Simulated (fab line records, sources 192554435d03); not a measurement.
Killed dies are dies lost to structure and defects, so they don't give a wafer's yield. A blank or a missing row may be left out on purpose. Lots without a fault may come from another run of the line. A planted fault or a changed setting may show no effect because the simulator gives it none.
fab line records | flow n5_finfet
record lots=10 wafers=27 last_day=18
route steps=1938 shown STI_FIN_REVEAL@183 BEOL_M4@1111 PASSIVATION@1936
lots that met no fault: from a run of the same line without faults
start_h: hours from the record's first day to the start of the lot's first wafer shown | wait_h: hours since the lot's step before | " the same as in the row above | L1.1+2: a row that stands for several wafers | - no value, or no start given | * or withheld: withheld | < > ~ a bound
route shown NAME@n: a module of which the file shows steps, and the number in the route of the first | usual: mean/standard deviation of fault-free wafers | same: alike in all rows | chamber/n: place in a boat | sites: the reading at each site | _std_site: their standard deviation | _edge_site: outer sites' mean less inner sites' | radius_mm: how far each site lies from the wafer's centre | mask NAME#n: copy n | behind: the tool/chamber that last shaped the wafer | hold: why the lot was held/for how many hours/how that ended | device: the transistor (n, p or np) that didn't switch | end of line: the same wafers' tests at the end of the route | a step without rows: its recipe alone | killed: dies lost to structure and defects at the first sort, not the wafer's yield | map: a wafer's dies, x killed, . not, _ none there
set.NAME: the setting as run; set.NAME@STEP: as run at that earlier step | model.NAME: the simulator's own value behind a step, which no gauge read
steps of the route over a sample of lots; a table a step, a row a wafer
services: from which hour (start_h, from the record's first day; less than 0 if before it) a tool's chamber was out of use, for how many hours, and why
## steps
# step N5_STI_FIN_REVEAL_ALD_00
# recipe material=SiO2 target_thk_a=10 temp_c=300 ald_precursor_family=BDEAS ald_co_reactant=O2-plasma pulse_time_s=1 pressure_torr=2
# usual heater_power_outer_w=286/36 heater_power_w=490/47 precursor_pulse_height_rel=1.000/0.021
# columns lot.wafer tool chamber start_h wait_h heater_power_outer_w heater_power_w precursor_pulse_height_rel
L576.1 ald_sin-01 1 48.20 0.0 316 512 0.999
L576.3 " 2 " " 211 403 0.999
L576.6 " 1 " " 310 494 1.008
L578.3 ald_sin-04 3 58.10 0.7 315 523 0.987
L578.4 " 3 " " 319 499 1.002
L578.6 " 1 " " 261 468 0.981
L579.1 ald_sin-04 3 63.79 0.0 315 518 1.035
L579.3 " 1 " " 258 472 1.015
L579.6 " 1 " " 255 467 0.999
L582.1 ald_sin-02 0 82.65 0.1 293 528 1.000
L582.2 " 1 " " 267 452 0.964
L582.4 " 3 " " 265 512 0.983
L583.1 ald_sin-01 2 87.94 0.0 223 412 0.969
L583.2 " 3 " " 265 437 1.025
L583.6 " 0 " " 277 476 1.003
L587.2 ald_sin-04 1 113.29 0.0 259 466 1.007
L587.3 " 2 " " 331 581 0.957
L587.5 " 2 " " 340 567 1.012
L589.1 ald_sin-04 2 123.82 0.0 337 569 0.971
L589.5 " 3 " " 318 522 1.001
L591.5 ald_sin-04 1 137.95 0.1 261 469 1.010
L591.6 " 2 " " 339 561 1.001
L592.1 ald_sin-02 3 142.01 0.0 267 509 0.974
L592.2 " 0 " " 299 533 0.988
L594.2 ald_sin-04 1 154.21 0.3 263 482 1.030
L594.3 " 0 " " 331 554 0.967
L594.4 " 2 " " 336 575 1.035
# step N5_STI_FIN_REVEAL_ALD_14
# recipe material=Si3N4 target_thk_a=30 temp_c=400 ald_precursor_family=SiH2I2 ald_co_reactant=N2/H2-plasma pressure_torr=2
# usual heater_power_outer_w=562/71 heater_power_w=875/84
# columns lot.wafer tool chamber start_h wait_h heater_power_outer_w heater_power_w
L576.1 ald_sin-01 1 48.25 0.0 624 927
L576.3 " 2 " " 428 737
L576.6 " 1 " " 650 920
L578.3 ald_sin-04 3 58.14 0.0 612 918
L578.4 " 3 " " 610 913
L578.6 " 1 " " 497 836
L579.1 ald_sin-04 3 63.84 0.0 618 937
L579.3 " 1 " " 508 847
L579.6 " 1 " " 506 872
L582.1 ald_sin-02 0 82.69 0.0 602 955
L582.2 " 1 " " 523 833
L582.4 " 3 " " 522 870
L583.1 ald_sin-01 2 87.99 0.0 424 739
L583.2 " 3 " " 510 784
L583.6 " 0 " " 546 845
L587.2 ald_sin-04 1 113.34 0.0 496 861
L587.3 " 2 " " 685 1025
L587.5 " 2 " " 659 1040
L589.1 ald_sin-04 2 123.87 0.0 672 1022
L589.5 " 3 " " 619 916
L591.5 ald_sin-04 1 138.09 0.1 507 847
L591.6 " 2 " " 686 1026
L592.1 ald_sin-02 3 142.06 0.0 529 890
L592.2 " 0 " " 595 936
L594.2 ald_sin-04 1 154.26 0.0 518 853
L594.3 " 0 " " 640 954
L594.4 " 2 " " 659 1027
# step N5_STI_FIN_REVEAL_DENSIFY_30
# recipe temp_c=* time_s=* ambient=N2 idle_temp_c=600 ramp_up_c_per_s=150 ramp_down_c_per_s=60 cool_to_c=600
# usual lamp_power_pct=11.54/0.049 lamp_zone_1_pct=11.528/0.016 lamp_zone_3_pct=11.527/0.015 lamp_zone_5_pct=11.535/0.015 wafer_temp_C_max=*
# columns lot.wafer tool chamber start_h wait_h lamp_power_pct lamp_zone_1_pct lamp_zone_3_pct lamp_zone_5_pct wafer_temp_C_max
L576.1 rtp_anneal-01 0 54.21 0.0 11.54 11.509 11.536 11.506 *
L576.3 " 0 " " 11.52 11.519 11.532 11.517 *
L576.6 " 0 " " 11.56 11.517 11.531 11.548 *
L578.3 rtp_anneal-01 0 63.57 0.1 11.62 11.510 11.519 11.519 *
L578.4 " 0 " " 11.51 11.524 11.517 11.537 *
L578.6 " 0 " " 11.64 11.502 11.519 11.546 *
L579.1 rtp_anneal-01 0 69.43 0.3 11.60 11.515 11.533 11.535 *
L579.3 " 0 " " 11.64 11.535 11.519 11.524 *
L579.6 " 0 " " 11.57 11.530 11.544 11.549 *
L582.1 rtp_anneal-02 0 88.05 0.0 11.50 11.550 11.549 11.527 *
L582.2 " 0 " " 11.52 11.517 11.500 11.557 *
L582.4 " 0 " " 11.56 11.484 11.530 11.546 *
L583.1 rtp_anneal-01 0 93.36 0.0 11.53 11.526 11.552 11.546 *
L583.2 " 0 " " 11.66 11.526 11.541 11.548 *
L583.6 " 0 " " 11.55 11.511 11.527 11.533 *
L587.2 rtp_anneal-02 0 118.77 0.1 11.47 11.521 11.514 11.528 *
L587.3 " 0 " " 11.53 11.531 11.522 11.566 *
L587.5 " 0 " " 11.61 11.533 11.536 11.545 *
L589.1 rtp_anneal-01 0 129.23 0.0 11.55 11.519 11.538 11.540 *
L589.5 " 0 " " 11.55 11.530 11.506 11.536 *
L591.5 rtp_anneal-02 0 143.62 0.3 11.53 11.516 11.529 11.552 *
L591.6 " 0 " " 11.53 11.568 11.529 11.546 *
L592.1 rtp_anneal-02 0 147.42 0.0 11.56 11.521 11.507 11.518 *
L592.2 " 0 " " 11.69 11.539 11.544 11.542 *
L594.2 rtp_anneal-02 0 160.06 0.3 11.62 11.532 11.529 11.535 *
L594.3 " 0 " " 11.54 11.480 11.542 11.530 *
L594.4 " 0 " " 11.54 11.539 11.523 11.516 *
# step N5_STI_FIN_REVEAL_RECESS_09
# recipe chemistry=HF/NH3 target=SiO2 afs_cycles=11 target_depth_a=425 temp_c=30 sublimation_temp_c=180 sublimation_time_s=60
# usual drypump_motor_current_A=5.3/0.45
# columns lot.wafer tool chamber start_h wait_h drypump_motor_current_A
L576.1 vapor_etch-02 0 54.67 0.0 4.9
L576.3 " 0 " " 4.9
L576.6 " 1 " " 6.2
L578.3 vapor_etch-01 0 64.50 0.6 5.2
L578.4 " 1 " " 5.1
L578.6 " 1 " " 5.1
L579.1 vapor_etch-01 1 69.89 0.0 5.0
L579.3 " 0 " " 5.2
L579.6 " 1 " " 5.1
L582.1 vapor_etch-01 1 88.63 0.0 5.1
L582.2 " 0 " " 5.2
L582.4 " 0 " " 5.2
L583.1 vapor_etch-02 1 93.90 0.0 6.2
L583.2 " 0 " " 4.9
L583.6 " 0 94.96 1.1 4.9
L587.2 vapor_etch-01 1 119.31 0.0 5.1
L587.3 " 1 " " 5.0
L587.5 " 1 " " 5.1
L589.1 vapor_etch-01 0 130.04 0.0 5.2
L589.5 " 1 131.10 1.1 5.1
L591.5 vapor_etch-01 1 145.05 1.1 5.1
L591.6 " 0 " " 5.2
L592.1 vapor_etch-01 0 147.96 0.0 5.2
L592.2 " 1 " " 5.1
L594.2 vapor_etch-02 1 160.51 0.0 6.2
L594.3 " 1 " " 6.2
L594.4 " 0 " " 4.9
# step N5_STI_FIN_REVEAL_FIN_H_MEAS_10
# usual trench_depth_nm=52.1/0.82
# columns lot.wafer tool chamber start_h wait_h trench_depth_nm
L576.1 ocd-02 - 57.37 0.0 53.0
L576.3 " - " " 53.0
L576.6 " - " " 53.0
L578.3 ocd-01 - 66.67 0.0 52.5
L578.4 " - " " 51.6
L578.6 " - " " 52.3
L579.1 ocd-02 - 72.60 0.0 52.4
L579.3 " - " " 52.2
L579.6 " - " " 52.5
L582.1 ocd-01 - 91.65 0.0 52.0
L582.2 " - " " 52.7
L582.4 " - " " 52.5
L583.1 ocd-01 - 96.62 0.0 52.3
L583.2 " - " " 52.5
L583.6 " - " " 52.2
L587.2 ocd-02 - 122.01 0.0 51.1
L587.3 " - " " 51.4
L587.5 " - " " 51.0
L589.1 ocd-01 - 132.74 0.0 52.8
L589.5 " - " " 56.8
L591.5 ocd-01 - 146.69 0.0 56.8
L591.6 " - " " 52.0
L592.1 ocd-01 - 150.67 0.0 54.3
L592.2 " - " " 56.3
L594.2 ocd-02 - 163.52 0.0 51.9
L594.3 " - " " 50.8
L594.4 " - " " 51.3
# step N5_BEOL_M4_RC_MEAS_101
# usual DIBL_N=37.1/1.8 DIBL_P=37.2/2.1 IOFF_N=0.17/0.033 IOFF_P=0.22/0.037 ION_N=680/11 ION_P=464/7.7 SS_N=71.7/0.63 SS_P=73.6/0.67 VT_N=248.9/2.9 VT_P=-251/3.6
# columns lot.wafer tool chamber start_h wait_h DIBL_N[mV/V] DIBL_P[mV/V] IOFF_N[nA/um] IOFF_P[nA/um] ION_N[uA/um] ION_P[uA/um] SS_N[mV/dec] SS_P[mV/dec] VT_N[mV] VT_P[mV]
L576.1 prober-02 0 190.94 0.0 38.7 40.6 0.22 0.26 701 473 72.0 74.6 242.9 -248
L576.3 " 0 " " 35.8 36.7 0.14 0.18 676 455 71.4 73.2 251.4 -256
L576.6 " 0 " " 34.1 33.8 0.12 0.15 667 454 71.0 72.5 251.3 -256
L579.1 prober-02 0 211.27 0.0 36.6 35.3 0.14 0.16 663 449 72.0 72.9 253.8 -254
L579.3 " 0 " " 37.9 38.5 0.18 0.22 684 464 72.4 74.1 248.7 -253
L579.6 " 0 " " 38.8 38.1 0.19 0.21 681 463 71.7 74.2 249.6 -253
L578.3 prober-02 0 216.44 0.3 37.3 37.8 0.18 0.23 690 467 71.9 74.0 246.8 -249
L578.4 " 0 " " 39.4 38.5 0.21 0.24 693 462 72.3 74.5 245.6 -248
L578.6 " 0 " " 37.5 36.9 0.18 0.22 689 468 71.6 73.8 246.4 -249
L582.1 prober-01 0 235.29 0.0 35.6 35.8 0.15 0.20 675 466 71.2 73.9 249.1 -251
L582.2 " 0 " " 38.3 37.0 0.19 0.23 691 470 71.7 73.9 249.9 -249
L582.4 " 0 " " 34.8 34.9 0.14 0.19 678 464 70.5 72.2 250.8 -254
L583.1 prober-02 0 235.71 0.0 35.7 37.0 0.14 0.18 663 455 72.0 73.9 250.1 -254
L583.2 " 0 " " 38.2 41.7 0.21 0.25 690 469 71.6 75.1 245.4 -252
L583.6 " 0 " " 34.0 35.3 0.13 0.17 665 462 70.7 73.4 251.2 -255
L587.2 prober-02 0 274.81 0.2 37.6 37.8 0.16 0.18 674 456 71.8 73.2 250.6 -256
L587.3 " 0 " " 37.6 37.0 0.15 0.17 673 459 71.1 72.8 250.8 -256
L587.5 " 0 " " 37.3 37.4 0.16 0.17 676 453 71.5 72.9 248.5 -256
L589.1 prober-01 0 281.43 0.0 39.9 40.1 0.23 0.24 699 466 72.2 73.9 243.1 -252
L589.5 " 0 " " 35.7 35.6 0.15 0.16 720 492 71.7 73.0 248.0 -257
L591.5 prober-01 0 287.25 0.9 34.5 36.4 0.14 0.20 715 499 71.2 73.3 248.9 -249
L591.6 " 0 " " 34.8 38.0 0.15 0.23 678 470 71.7 74.3 249.5 -248
L592.1 prober-02 0 307.10 0.0 37.3 37.1 0.17 0.22 703 478 72.3 73.7 246.6 -249
L592.2 " 0 " " 37.2 37.2 0.20 0.23 716 489 71.3 74.2 244.7 -250
L594.2 prober-01 0 318.01 0.2 38.4 37.9 0.20 0.24 695 469 72.2 74.3 243.4 -249
L594.3 " 0 " " 37.4 36.2 0.18 0.22 678 461 72.0 73.4 247.8 -251
L594.4 " 0 " " 37.3 35.7 0.17 0.21 666 461 71.5 73.1 249.1 -252
# step N5_PASSIVATION_PROBE_49
# usual defect_limited_yield=91.7/1.5 killed_at_M0_to_M3=32/10 killed_at_M4_up=14/5.3 killed_at_contacts=13/5.7 killed_at_front_end=37/10 killed_at_other=3.3/2.5 killed_dies=98/18 killed_open=65/13 killed_short=31/7.5 sort_bin_5_function=4.9/0.91 sort_bin_6_memory=3.1/0.71 sort_n_pass=1082/18 sort_yield_pct=91.7/1.5
# same gross_dies=1180 killed_at_back_side=0 sort_bin_4_leakage[%]=0 sort_bin_8_speed[%]=0
# columns lot.wafer tool chamber start_h wait_h defect_limited_yield[%] killed_at_M0_to_M3 killed_at_M4_up killed_at_contacts killed_at_front_end killed_at_other killed_dies killed_open killed_short sort_bin_5_function[%] sort_bin_6_memory[%] sort_n_pass sort_yield_pct[%]
L578.3 prober-01 - 316.77 0.1 91.9 29 8 12 43 4 96 68 27 4.2 3.5 1084 91.9
L578.4 prober-01 - 316.82 0.2 93.2 31 13 13 22 1 80 51 25 4.1 2.3 1100 93.2
L578.6 prober-01 - 316.92 0.3 91.8 29 21 18 24 5 97 72 24 5.2 3.0 1083 91.8
L589.1 prober-01 - 397.50 0.0 91.1 34 7 27 30 7 105 75 29 5.6 3.1 1075 91.1
L589.5 prober-01 - 397.70 0.2 89.7 46 8 12 55 1 122 88 32 6.1 4.0 1058 89.7
L592.1 prober-01 - 416.18 0.0 91.0 24 10 23 43 6 106 74 26 5.7 3.0 1074 91.0
L592.2 prober-01 - 416.23 0.1 93.0 15 10 16 37 5 83 58 22 4.5 2.5 1097 93.0
L594.3 prober-02 - 428.57 0.1 89.9 47 11 10 48 3 119 82 33 5.3 4.2 1061 89.9
# killed by level:class
L578.3 FIN_SAQP:geometric_particle:open=13 MOL_CONTACT_COAG:geometric_particle:open=11 BEOL_M1:geometric_particle:open=10 STI_FIN_REVEAL:geometric_particle:open=8 FIN_SAQP:geometric_particle:short=7 DUMMY_GATE:geometric_particle:open=7 BEOL_M0_SAQP:geometric_particle:open=4 BEOL_M7:geometric_particle:open=4
L578.4 MOL_CONTACT_COAG:geometric_particle:open=11 BEOL_M2:geometric_particle:open=8 FIN_SAQP:geometric_particle:short=6 BEOL_M1:geometric_particle:open=6 BEOL_M0_SAQP:geometric_particle:short=4 BEOL_M2:geometric_particle:short=4 FIN_SAQP:geometric_particle:open=3 DUMMY_GATE:geometric_particle:open=3
L578.6 BEOL_M2:geometric_particle:open=19 BEOL_M4:geometric_particle:open=10 MOL_CONTACT_COAG:geometric_particle:short=9 MOL_CONTACT_COAG:geometric_particle:open=9 FIN_SAQP:geometric_particle:open=7 BEOL_M1:geometric_particle:open=5 BEOL_M5:geometric_particle:open=4 BEOL_M3:geometric_particle:open=3
L589.1 MOL_CONTACT_COAG:geometric_particle:open=22 STI_FIN_REVEAL:geometric_particle:open=8 BEOL_M1:geometric_particle:open=7 BEOL_M3:geometric_particle:open=7 FIN_SAQP:geometric_particle:short=5 BEOL_M0_SAQP:geometric_particle:open=5 BEOL_M0_SAQP:geometric_particle:short=5 BEOL_M2:geometric_particle:open=5
L589.5 FIN_SAQP:geometric_particle:open=22 STI_FIN_REVEAL:geometric_particle:open=13 BEOL_M3:geometric_particle:open=11 MOL_CONTACT_COAG:geometric_particle:open=10 BEOL_M0_SAQP:geometric_particle:open=10 BEOL_M0_SAQP:geometric_particle:short=9 FIN_SAQP:geometric_particle:short=7 BEOL_M3:geometric_particle:short=6
L592.1 MOL_CONTACT_COAG:geometric_particle:open=20 GATE_CUT:geometric_particle:short=9 DUMMY_GATE:geometric_particle:open=8 BEOL_M0_SAQP:geometric_particle:open=8 BEOL_M2:geometric_particle:open=5 STI_FIN_REVEAL:geometric_particle:open=4 GATE_CUT:geometric_particle:open=4 BEOL_M5:geometric_particle:open=4
L592.2 MOL_CONTACT_COAG:geometric_particle:open=14 STI_FIN_REVEAL:geometric_particle:open=12 FIN_SAQP:geometric_particle:open=6 GATE_CUT:geometric_particle:short=4 BEOL_M1:geometric_particle:open=4 BEOL_M5:geometric_particle:open=4 STARTING-WAFER:geometric_particle:short=3 BEOL_M2:geometric_particle:open=3
L594.3 STI_FIN_REVEAL:geometric_particle:open=13 BEOL_M3:geometric_particle:open=13 BEOL_M2:geometric_particle:open=10 DUMMY_GATE:geometric_particle:open=8 MOL_CONTACT_COAG:geometric_particle:open=8 BEOL_M0_SAQP:geometric_particle:open=6 GATE_CUT:geometric_particle:short=5 BEOL_M0_SAQP:geometric_particle:short=5
## services
# columns tool chamber start_h hours kind
ald_sin-02 0 42.15 21.8 repair
ald_sin-04 - 43.04 0.9 repair
ald_sin-01 0 47.41 8.8 repair
ald_sin-04 2 50.29 8.1 repair
ald_sin-01 - 56.26 2.8 pm
rtp_anneal-02 - 66.57 5.7 pm
vapor_etch-02 - 84.98 2.8 pm
ald_sin-02 1 106.60 13.3 repair
## key
first_sign step=N5_STI_FIN_REVEAL_FIN_H_MEAS_10 reading=trench_depth_nm direction=up sigmas=5.5 usual=52.1 struck=56.6
effect step=N5_BEOL_M4_RC_MEAS_101 reading=ION_P direction=up sigmas=3.8 usual=464 struck=493
effect step=N5_BEOL_M4_RC_MEAS_101 reading=ION_N direction=up sigmas=3.3 usual=680 struck=717
met_at N5_STI_FIN_REVEAL_RECESS_09
struck_lots L589,L591,L592
struck_wafers L589.5,L591.5,L592.2
not_acting_at N5_STI_FIN_REVEAL_ALD_00,N5_STI_FIN_REVEAL_ALD_14,N5_STI_FIN_REVEAL_DENSIFY_30
onset_between 119.31 130.04
fault kind=process_parameter_drift tool=vapor_etch-01 chamber=- onset_h=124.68 steps=N5_STI_FIN_REVEAL_RECESS_09 channel=target_depth_a offset=46.917 shape=step end_h=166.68 scope=struck_wafers_only acts_in=these_recipes_only stated=425
